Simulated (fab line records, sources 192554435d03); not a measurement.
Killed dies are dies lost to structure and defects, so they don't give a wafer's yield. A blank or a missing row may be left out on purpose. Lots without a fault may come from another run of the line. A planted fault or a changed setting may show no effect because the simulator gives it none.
fab line records | flow n5_finfet
record lots=7 wafers=19 last_day=18
route steps=1938 shown BEOL_M12@1617 BEOL_M15@1830
lots that met no fault: from a run of the same line without faults
start_h: hours from the record's first day to the start of the lot's first wafer shown | wait_h: hours since the lot's step before | " the same as in the row above | L1.1+2: a row that stands for several wafers | - no value, or no start given | * or withheld: withheld | < > ~ a bound
route shown NAME@n: a module of which the file shows steps, and the number in the route of the first | usual: mean/standard deviation of fault-free wafers | same: alike in all rows | chamber/n: place in a boat | sites: the reading at each site | _std_site: their standard deviation | _edge_site: outer sites' mean less inner sites' | radius_mm: how far each site lies from the wafer's centre | mask NAME#n: copy n | behind: the tool/chamber that last shaped the wafer | hold: why the lot was held/for how many hours/how that ended | device: the transistor (n, p or np) that didn't switch | end of line: the same wafers' tests at the end of the route | a step without rows: its recipe alone | killed: dies lost to structure and defects at the first sort, not the wafer's yield | map: a wafer's dies, x killed, . not, _ none there
set.NAME: the setting as run; set.NAME@STEP: as run at that earlier step | model.NAME: the simulator's own value behind a step, which no gauge read
steps of the route over a sample of lots; a table a step, a row a wafer
services: from which hour (start_h, from the record's first day; less than 0 if before it) a tool's chamber was out of use, for how many hours, and why
## steps
# step N5_BEOL_M12_VIA_ETCH_16
# recipe chemistry=C4F8/O2/Ar target=SiOC pressure_mtorr=30 source_w=3000 bias_w=700 Ar_flow_sccm=400 C4F8_flow_sccm=15 O2_flow_sccm=8 he_inner_torr=15 he_outer_torr=30 target_depth_a=7248 time_s=withheld ion_energy_ev=250 ends=cleared
# usual O2_flow_sccm=8.000/0.026 chamber_pressure_mTorr=29.998/0.028 drypump_motor_current_A=5.5/0.4 oes_product_au=0.73/0.052 rf_vpp_V=666/3.7 showerhead_plenum_p_Torr=3.44/0.12 throttle_valve_pct=24.19/0.19
# columns lot.wafer tool chamber start_h wait_h O2_flow_sccm chamber_pressure_mTorr drypump_motor_current_A oes_product_au rf_vpp_V showerhead_plenum_p_Torr throttle_valve_pct
L814.3 rie_diel-03 3 265.96 0.0 8.006 29.953 5.5 0.69 669 3.56 23.98
L814.6 " 2 " " 8.003 29.950 5.6 0.66 661 3.29 24.38
L819.1 rie_diel-03 1 307.99 0.0 7.985 29.955 5.3 0.76 671 3.61 23.95
L819.3 " 2 " " 7.997 29.977 5.6 0.65 663 3.28 24.38
L819.6 " 1 " " 7.998 29.995 5.3 0.75 671 3.61 23.96
L827.1 rie_diel-01 3 359.08 0.0 8.021 30.024 5.0 0.74 666 3.44 24.07
L827.3 " 1 " " 8.029 29.933 5.3 0.74 666 3.46 24.07
L827.4 " 0 " " 8.025 29.981 5.5 0.73 663 3.34 24.26
L825.1 rie_diel-01 3 361.88 0.0 7.981 29.979 4.9 0.74 668 3.44 24.03
L825.5 " 2 " " 8.031 30.034 6.0 0.79 669 3.61 24.23
L825.6 " 3 " " 8.001 30.000 4.9 0.74 667 3.44 24.05
L829.2 rie_diel-01 3 373.09 0.0 8.007 30.012 5.0 0.74 667 3.44 24.06
L829.4 " 2 " " 7.971 29.979 5.9 0.79 671 3.61 24.24
L828.4 rie_diel-04 3 377.32 0.0 7.997 29.998 5.9 0.74 671 3.58 24.26
L828.5 " 0 " " 7.993 30.003 5.1 0.75 662 3.35 24.31
L828.6 " 3 " " 7.976 29.984 5.9 0.75 670 3.58 24.28
L833.1 rie_diel-03 2 384.80 0.0 8.019 29.991 5.6 0.64 661 3.27 24.42
L833.3 " 1 " " 7.968 29.996 5.3 0.72 669 3.59 24.00
L833.5 " 0 " " 8.036 30.012 5.4 0.63 660 3.26 24.24
# step N5_BEOL_M12_CD_MEAS_17
# recipe target_cd_nm=140 polarity=opening
# usual cd_nm=140.2/2.1
# columns lot.wafer tool chamber start_h wait_h cd_nm
L814.3 cd_sem-02 - 266.37 0.0 140.3
L814.6 " - " " 138.6
L819.1 cd_sem-01 - 308.40 0.0 138.8
L819.3 " - " " 139.4
L819.6 " - " " 140.9
L827.1 cd_sem-01 - 359.52 0.0 141.8
L827.3 " - " " 138.8
L827.4 " - " " 142.3
L825.1 cd_sem-02 - 362.29 0.0 136.4
L825.5 " - " " 141.3
L825.6 " - " " 137.3
L829.2 cd_sem-01 - 373.50 0.0 143.4
L829.4 " - " " 144.3
L828.4 cd_sem-01 - 377.83 0.0 142.2
L828.5 " - " " 142.1
L828.6 " - " " 138.6
L833.1 cd_sem-01 - 385.27 0.0 140.9
L833.3 " - " " 141.0
L833.5 " - " " 140.0
# step N5_BEOL_M12_ETCH_68
# recipe chemistry=N2/H2 target=SOC mask_material=SiARC source_w=3000 bias_w=350 temp_c=40 time_s=285 ion_energy_ev=200 pressure_mtorr=30 n2_flow_sccm=200 h2_flow_sccm=200
# usual chamber_pressure_mTorr=30.002/0.026 drypump_motor_current_A=5.5/0.4 oes_product_au=0.80/0.058 rf_vpp_V=524.2/2.9 showerhead_plenum_p_Torr=2.55/0.1 throttle_valve_pct=17.71/0.22
# columns lot.wafer tool chamber start_h wait_h chamber_pressure_mTorr drypump_motor_current_A oes_product_au rf_hours_counter_h rf_vpp_V showerhead_plenum_p_Torr throttle_valve_pct
L814.3 rie_diel-04 1 267.09 0.1 30.039 6.5 0.83 78 520.4 2.46 18.08
L814.6 " 1 " " 29.961 6.5 0.83 - 521.8 2.46 18.09
L819.1 rie_diel-04 0 308.99 0.1 30.000 5.1 0.87 29 522.0 2.47 17.53
L819.3 " 2 " " 29.977 5.4 0.78 134 524.3 2.54 17.43
L819.6 " 1 " " 29.985 6.5 0.82 - 521.2 2.46 18.09
L827.1 rie_diel-04 0 360.28 0.1 29.985 5.1 0.82 47 521.5 2.46 17.54
L827.3 " 3 " " 29.967 5.9 0.82 69 527.7 2.69 17.88
L827.4 " 2 " " 29.989 5.4 0.77 143 523.2 2.54 17.44
L825.1 rie_diel-03 0 363.01 0.1 30.008 5.4 0.72 192 520.9 2.43 17.84
L825.5 " 2 " " 30.036 5.6 0.71 - 520.3 2.43 18.02
L825.6 " 1 " " 29.961 5.3 0.82 - 527.2 2.66 17.42
L829.2 rie_diel-03 1 374.09 0.1 30.013 5.3 0.82 101 527.9 2.66 17.43
L829.4 " 0 " " 30.047 5.3 0.71 196 520.8 2.43 17.85
L828.4 rie_diel-03 3 378.50 0.1 29.985 5.5 0.73 - 526.6 2.65 17.68
L828.5 " 0 " " 30.028 5.4 0.71 - 520.6 2.43 17.84
L828.6 " 1 " " 30.023 5.3 0.80 - 526.6 2.65 17.42
L833.1 rie_diel-01 2 385.86 0.1 29.995 6.0 0.86 55 526.4 2.69 17.78
L833.3 " 0 " " 29.997 5.5 0.79 89 521.7 2.45 17.74
L833.5 " 2 " " 30.003 6.0 0.86 - 525.6 2.68 17.77
# step N5_BEOL_M12_TRENCH_ETCH_34
# recipe chemistry=C4F8/O2/Ar target=SiOC target_depth_a=3189.5 mask_material=SOC pressure_mtorr=30 source_w=3000 bias_w=700 Ar_flow_sccm=400 C4F8_flow_sccm=15 O2_flow_sccm=8 he_inner_torr=15 he_outer_torr=30 time_s=125.5 ion_energy_ev=250
# usual O2_flow_sccm=7.999/0.029 chamber_pressure_mTorr=30.002/0.027 drypump_motor_current_A=5.5/0.4 oes_product_au=0.80/0.058 rf_vpp_V=666/3.8 showerhead_plenum_p_Torr=3.44/0.12 throttle_valve_pct=24.19/0.19
# columns lot.wafer tool chamber start_h wait_h O2_flow_sccm chamber_pressure_mTorr drypump_motor_current_A oes_product_au rf_hours_counter_h rf_vpp_V showerhead_plenum_p_Torr throttle_valve_pct
L814.3 rie_diel-04 1 267.27 0.0 7.988 29.972 6.5 0.84 78 663 3.34 24.59
L814.6 " 1 " " 7.994 29.993 6.5 0.84 - 664 3.34 24.59
L819.1 rie_diel-04 0 309.18 0.0 7.947 29.974 5.1 0.86 29 664 3.36 24.27
L819.3 " 2 " " 7.938 29.969 5.4 0.78 134 667 3.43 23.97
L819.6 " 1 " " 7.963 29.980 6.5 0.82 - 662 3.33 24.62
L827.1 rie_diel-04 0 360.46 0.0 7.983 30.053 5.1 0.83 47 663 3.35 24.30
L827.3 " 3 " " 8.018 29.970 5.8 0.83 69 670 3.58 24.24
L827.4 " 2 " " 8.023 30.006 5.4 0.77 143 665 3.43 23.96
L825.1 rie_diel-03 0 363.19 0.0 8.037 29.963 5.4 0.71 192 660 3.27 24.23
L825.5 " 2 " " 7.992 30.000 5.6 0.71 - 661 3.27 24.40
L825.6 " 1 " " 7.951 29.999 5.4 0.82 - 671 3.60 23.98
L829.2 rie_diel-03 1 374.27 0.0 7.933 30.011 5.4 0.82 101 670 3.59 23.98
L829.4 " 0 " " 7.984 30.020 5.3 0.71 196 662 3.26 24.23
L828.4 rie_diel-03 3 378.66 0.1 7.994 29.999 5.5 0.75 - 669 3.54 24.02
L828.5 " 0 " " 7.985 30.047 5.4 0.70 - 661 3.26 24.23
L828.6 " 1 " " 8.063 29.991 5.3 0.81 - 671 3.59 23.99
L833.1 rie_diel-01 1 386.04 0.0 7.982 30.014 5.2 0.82 74 668 3.46 24.09
L833.3 " 0 " " 8.018 30.042 5.5 0.79 89 662 3.33 24.28
L833.5 " 0 " " 8.023 29.998 5.4 0.79 - 662 3.33 24.27
# step N5_BEOL_M12_OCD_MEAS_35
# usual trench_depth_nm=320/5.1
# columns lot.wafer tool chamber start_h wait_h trench_depth_nm
L814.3 ocd-02 - 267.43 0.0 328
L814.6 " - " " 330
L819.1 ocd-02 - 309.33 0.0 319
L819.3 " - " " 322
L819.6 " - " " 327
L827.1 ocd-02 - 360.61 0.0 509
L827.3 " - " " 318
L827.4 " - " " 320
L825.1 ocd-01 - 363.35 0.0 311
L825.5 " - " " 322
L825.6 " - " " 326
L829.2 ocd-01 - 374.43 0.0 326
L829.4 " - " " 313
L828.4 ocd-01 - 378.76 0.0 319
L828.5 " - " " 308
L828.6 " - " " 323
L833.1 ocd-02 - 386.20 0.0 326
L833.3 " - " " 323
L833.5 " - " " 323
# step N5_BEOL_M12_THK_MEAS_50
# recipe thk_meas_gauge=xrf reads=Cu_of_BEOL_M12_ECD_47
# usual M12_THK=331/6
# columns lot.wafer tool chamber start_h wait_h M12_THK[nm]
L814.3 film_metro-02 - 269.72 - 343
L814.6 " - " " 342
L819.1 film_metro-01 - 315.60 - 327
L819.3 " - " " 329
L819.6 " - " " 333
L827.1 film_metro-02 - 363.35 - 534
L827.3 " - " " 330
L827.4 " - " " 333
L825.1 film_metro-01 - 366.21 - 318
L825.5 " - " " 332
L825.6 " - " " 334
L829.2 film_metro-01 - 376.44 - 334
L829.4 " - " " 323
L828.4 film_metro-01 - 384.87 - 328
L828.5 " - " " 316
L828.6 " - " " 332
L833.1 film_metro-01 - 394.16 - 335
L833.3 " - " " 331
L833.5 " - " " 330
# step N5_BEOL_M12_RS_MEAS_54
# recipe thk_meas_gauge=four-point-probe reads=Cu_of_BEOL_M12_ECD_47+Ta_of_BEOL_M12_SPUTTER_44+TaN_of_BEOL_M12_SPUTTER_43
# usual M12_RS=0.0597/0.001
# columns lot.wafer tool chamber start_h wait_h M12_RS[ohm/sq]
L814.3 film_metro-02 - 269.85 0.0 0.0581
L814.6 " - " " 0.0582
L819.1 film_metro-01 - 315.72 0.0 0.0603
L819.3 " - " " 0.0599
L819.6 " - " " 0.0588
L827.1 film_metro-02 - 363.48 0.0 0.0367
L827.3 " - " " 0.0599
L827.4 " - " " 0.0596
L825.1 film_metro-01 - 366.33 0.0 0.0623
L825.5 " - " " 0.0599
L825.6 " - " " 0.0594
L829.2 film_metro-01 - 376.57 0.0 0.0591
L829.4 " - " " 0.0611
L828.4 film_metro-02 - 385.03 0.1 0.0598
L828.5 " - " " 0.0615
L828.6 " - " " 0.0588
L833.1 film_metro-01 - 394.28 0.0 0.0583
L833.3 " - " " 0.0589
L833.5 " - " " 0.0591
# step N5_BEOL_M15_RC_MEAS_101
# usual COMB_M10=1.5e-11/3.3e-12 COMB_M11=1.54e-11/2.5e-12 COMB_M13=5.5e-12/1e-12 COMB_M14=4.3e-12/9.1e-13 COMB_M15=3.2e-12/5.7e-13 COMB_M15_max_site=4.3e-12/9.4e-13 COMB_M5=3.6e-11/7.6e-12 COMB_M6=2.6e-11/5.1e-12 COMB_M7=2.5e-11/4.4e-12 COMB_M8=2.5e-11/5.3e-12 COMB_M9=1.55e-11/2.8e-12 SERP_M10=3.05/0.084 SERP_M11=3.10/0.089 SERP_M12=0.634/0.018 SERP_M12_max_site=0.646/0.018 SERP_M13=0.311/0.0068 SERP_M14=0.160/0.0047 SERP_M5=39.0/1.5 SERP_M6=13.5/0.58 SERP_M7=13.9/0.62 SERP_M8=13.5/0.5 SERP_M9=3.04/0.091
# columns lot.wafer tool chamber start_h wait_h COMB_M10[S/m] COMB_M11[S/m] COMB_M13[S/m] COMB_M14[S/m] COMB_M15[S/m] COMB_M15_max_site[S/m] COMB_M5[S/m] COMB_M6[S/m] COMB_M7[S/m] COMB_M8[S/m] COMB_M9[S/m] SERP_M10[ohm/um] SERP_M11[ohm/um] SERP_M12[ohm/um] SERP_M12_max_site[ohm/um] SERP_M13[ohm/um] SERP_M14[ohm/um] SERP_M5[ohm/um] SERP_M6[ohm/um] SERP_M7[ohm/um] SERP_M8[ohm/um] SERP_M9[ohm/um]
L814.3 prober-02 0 290.43 0.3 1.4e-11 1.49e-11 3.8e-12 4.5e-12 2.1e-12 2.5e-12 3.4e-11 2.7e-11 2.5e-11 2.3e-11 1.6e-11 3.25 3.14 0.639 0.652 0.315 0.167 40.1 13.0 13.9 13.1 3.01
L814.6 " 0 " " 1.4e-11 2.02e-11 4.9e-12 3.5e-12 2.3e-12 2.7e-12 3e-11 3.3e-11 2.5e-11 1.8e-11 1.73e-11 3.22 3.02 0.629 0.643 0.312 0.156 39.6 13.4 14.8 13.9 3.04
L819.1 prober-01 0 330.92 0.0 2.1e-11 1.52e-11 4.8e-12 4e-12 4e-12 5.6e-12 3.1e-11 2.1e-11 2.7e-11 3.3e-11 1.79e-11 3.12 3.09 0.627 0.651 0.322 0.157 40.4 13.7 14.2 12.6 3.26
L819.3 " 0 " " 1.8e-11 1.89e-11 6.2e-12 3.6e-12 3.3e-12 4.2e-12 3.9e-11 1.4e-11 2.9e-11 3.5e-11 1.59e-11 2.99 3.05 0.650 0.658 0.303 0.156 38.0 14.0 14.3 13.1 3.09
L819.6 " 0 " " 2e-11 1.67e-11 5.4e-12 3.2e-12 4e-12 5.1e-12 4.9e-11 2.3e-11 2.8e-11 3.2e-11 1.93e-11 3.04 3.05 0.622 0.635 0.308 0.158 39.4 14.1 13.3 13.5 3.27
L827.1 prober-01 0 387.40 0.0 1.8e-11 1.7e-11 5.9e-12 4.1e-12 3.4e-12 4.5e-12 3.7e-11 3.8e-11 2.8e-11 2e-11 1.11e-11 3.25 2.98 0.387 0.391 0.313 0.158 38.2 13.0 13.7 14.6 2.91
L827.3 " 0 " " 1.7e-11 1.51e-11 5.3e-12 6.3e-12 2.9e-12 5.4e-12 4.8e-11 2.9e-11 2.6e-11 1.9e-11 1.52e-11 3.01 3.03 0.628 0.638 0.302 0.162 38.5 13.5 13.9 13.6 2.93
L827.4 " 0 " " 1.7e-11 1.37e-11 6.2e-12 4.8e-12 3.3e-12 4e-12 4.6e-11 2.1e-11 2e-11 2.3e-11 1.15e-11 3.10 3.07 0.640 0.652 0.303 0.161 36.5 12.8 13.9 13.6 3.01
L825.1 prober-02 0 397.48 0.0 2.3e-11 1.35e-11 5.9e-12 3.8e-12 3.8e-12 5.7e-12 2.7e-11 2.4e-11 2.6e-11 2.6e-11 1.7e-11 3.13 3.09 0.671 0.680 0.304 0.166 40.1 13.6 13.5 13.5 3.08
L825.5 " 0 " " 1.8e-11 1.43e-11 5.3e-12 2.9e-12 4e-12 6.7e-12 2.9e-11 2.7e-11 2.6e-11 4.1e-11 1.69e-11 2.97 3.33 0.654 0.667 0.317 0.154 40.0 14.2 13.8 13.6 2.93
L825.6 " 0 " " 1.6e-11 1.68e-11 4.2e-12 3.8e-12 3.7e-12 4.9e-12 2.5e-11 2.2e-11 2.5e-11 2.7e-11 1.44e-11 3.23 3.04 0.631 0.638 0.306 0.165 41.4 14.0 14.2 13.7 3.11
L829.2 prober-01 0 401.10 0.2 1.1e-11 1.06e-11 5.4e-12 3.3e-12 3.6e-12 5.2e-12 5.9e-11 2.2e-11 2.1e-11 2.2e-11 1.3e-11 3.18 2.96 0.620 0.622 0.307 0.155 37.6 14.6 13.3 13.2 3.09
L829.4 " 0 " " 1.3e-11 1.81e-11 5e-12 3.1e-12 3.8e-12 6.1e-12 4.5e-11 1.9e-11 1.9e-11 2.7e-11 1.86e-11 3.11 2.92 0.643 0.657 0.308 0.169 39.8 14.1 13.2 14.0 2.98
L828.4 prober-02 0 408.65 0.5 1.2e-11 1.45e-11 3.7e-12 3.5e-12 2.8e-12 3.2e-12 4.4e-11 2.3e-11 1.9e-11 2.2e-11 1.29e-11 2.90 2.98 0.637 0.645 0.322 0.154 37.3 13.0 13.8 13.4 2.95
L828.5 " 0 " " 2e-11 1.44e-11 3.3e-12 4.4e-12 2.5e-12 3.5e-12 3e-11 2e-11 2.2e-11 2.7e-11 1.75e-11 3.06 3.09 0.673 0.683 0.319 0.165 38.6 13.9 14.3 14.3 2.91
L828.6 " 0 " " 2.1e-11 1.44e-11 4.9e-12 3.3e-12 3.6e-12 5.6e-12 3.1e-11 2.8e-11 2e-11 2.3e-11 1.39e-11 2.99 3.08 0.623 0.630 0.307 0.156 38.3 13.4 13.6 12.9 3.04
L833.1 prober-02 0 420.94 0.0 1.6e-11 1.68e-11 6.1e-12 3.7e-12 3.1e-12 5.5e-12 3.5e-11 1.6e-11 2.9e-11 3.1e-11 1.57e-11 2.97 3.11 0.607 0.615 0.310 0.161 41.0 13.7 12.6 14.7 2.97
L833.3 " 0 " " 1e-11 1.75e-11 4.7e-12 3.4e-12 3.4e-12 4.3e-12 4.7e-11 1.7e-11 2.9e-11 2.4e-11 1.01e-11 3.04 2.93 0.631 0.641 0.315 0.166 38.8 12.9 13.4 14.2 2.98
L833.5 " 0 " " 1.4e-11 1.3e-11 5.4e-12 3.4e-12 3.4e-12 4.3e-12 2.9e-11 1.9e-11 2.6e-11 2.6e-11 1.3e-11 3.09 3.02 0.615 0.628 0.311 0.156 39.8 13.9 14.7 14.1 2.90
# sites SERP_M12 radius_mm=0,75,75,75,75,140,140,140,140
L814.3 0.633 0.625 0.628 0.640 0.639 0.635 0.648 0.645 0.652
L819.1 0.626 0.620 0.629 0.617 0.623 0.649 0.627 0.633 0.651
L827.1 0.379 0.387 0.386 0.377 0.375 0.390 0.390 0.389 0.391
L825.1 0.671 0.665 0.662 0.680 0.664 0.672 0.675 0.676 0.662
L829.2 0.613 0.620 0.611 0.619 0.620 0.621 0.616 0.620 0.622
L828.4 0.638 0.636 0.632 0.644 0.645 0.616 0.637 0.641 0.630
L833.1 0.590 0.606 0.603 0.615 0.588 0.612 0.608 0.607 0.612
## services
# columns tool chamber start_h hours kind
rie_diel-01 2 246.55 8.5 repair
rie_diel-01 1 287.24 4.2 repair
rie_diel-03 3 307.29 5.7 repair
rie_diel-04 2 323.48 19.8 repair
rie_diel-03 1 365.16 4.2 repair
rie_diel-01 - 366.85 0.9 repair
rie_diel-03 2 375.72 4.9 repair
rie_diel-04 - 381.01 2.8 pm
## key
first_sign step=N5_BEOL_M12_OCD_MEAS_35 reading=trench_depth_nm direction=up sigmas=37 usual=320 struck=509
effect step=N5_BEOL_M12_THK_MEAS_50 reading=M12_THK direction=up sigmas=34 usual=331 struck=534
effect step=N5_BEOL_M12_RS_MEAS_54 reading=M12_RS direction=down sigmas=23 usual=0.0597 struck=0.0367
effect step=N5_BEOL_M15_RC_MEAS_101 reading=SERP_M12 direction=down sigmas=14 usual=0.634 struck=0.387
met_at N5_BEOL_M12_TRENCH_ETCH_34
struck_lots L827
struck_wafers L827.1
not_acting_at N5_BEOL_M12_VIA_ETCH_16,N5_BEOL_M12_CD_MEAS_17,N5_BEOL_M12_ETCH_68
onset_between 309.18 360.46
fault kind=process_parameter_drift tool=rie_diel-04 chamber=0 onset_h=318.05 steps=N5_BEOL_M12_TRENCH_ETCH_34 channel=time_s offset=* shape=step end_h=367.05 acts_in=* stated=*
